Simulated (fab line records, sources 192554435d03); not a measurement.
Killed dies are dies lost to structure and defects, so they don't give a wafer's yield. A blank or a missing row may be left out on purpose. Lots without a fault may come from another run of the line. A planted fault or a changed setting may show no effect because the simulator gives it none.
Chamber matching | flow n5_finfet | N5_GATE_CUT_ETCH_28 on rie_diel-03: 4 sister chambers
The step etches underlayer in N2/H2, target depth 13 nm, time 10.4 s. 4 wafers are shown with their chamber, then 8 later ones without.

WAFERS WITH THEIR CHAMBER
wafer  | chamber | showerhead_plenum_p_Torr (Torr)
L082.1 | 3       | 2.49
L088.3 | 1       | 2.58
L088.5 | 2       | 2.68
L089.1 | 0       | 2.41

WAFERS WITHOUT THEIR CHAMBER
wafer  | showerhead_plenum_p_Torr (Torr)
L089.2 | 2.48
L089.5 | 2.58
L092.2 | 2.48
L092.3 | 2.58
L092.5 | 2.41
L097.1 | 2.67
L097.2 | 2.47
L097.3 | 2.57

WHICH CHAMBER EACH WENT THROUGH
wafer  | from the rows above | in truth
L089.2 | 3                   | 3
L089.5 | 1                   | 1
L092.2 | 3                   | 3
L092.3 | 1                   | 1
L092.5 | 0                   | 0
L097.1 | 2                   | 2
L097.2 | 3                   | 3
L097.3 | 1                   | 1
Placed correctly: 8 of 8. Can't be placed from these rows: 0. Placed wrongly: 0.
How it was worked out, from the rows above alone: a wafer's distance from a chamber is the root of the sum, over the readings, of the square of ((its reading less the chamber's mean) divided by the reading's scatter). The wafer belongs to the nearest chamber; if the next one is less than 2 further off, it can't be placed. A chamber's mean is the mean of its shown wafers. The scatter: with one shown wafer a chamber, the root of the mean of the squares of how far each hidden wafer lies from its nearest shown one.
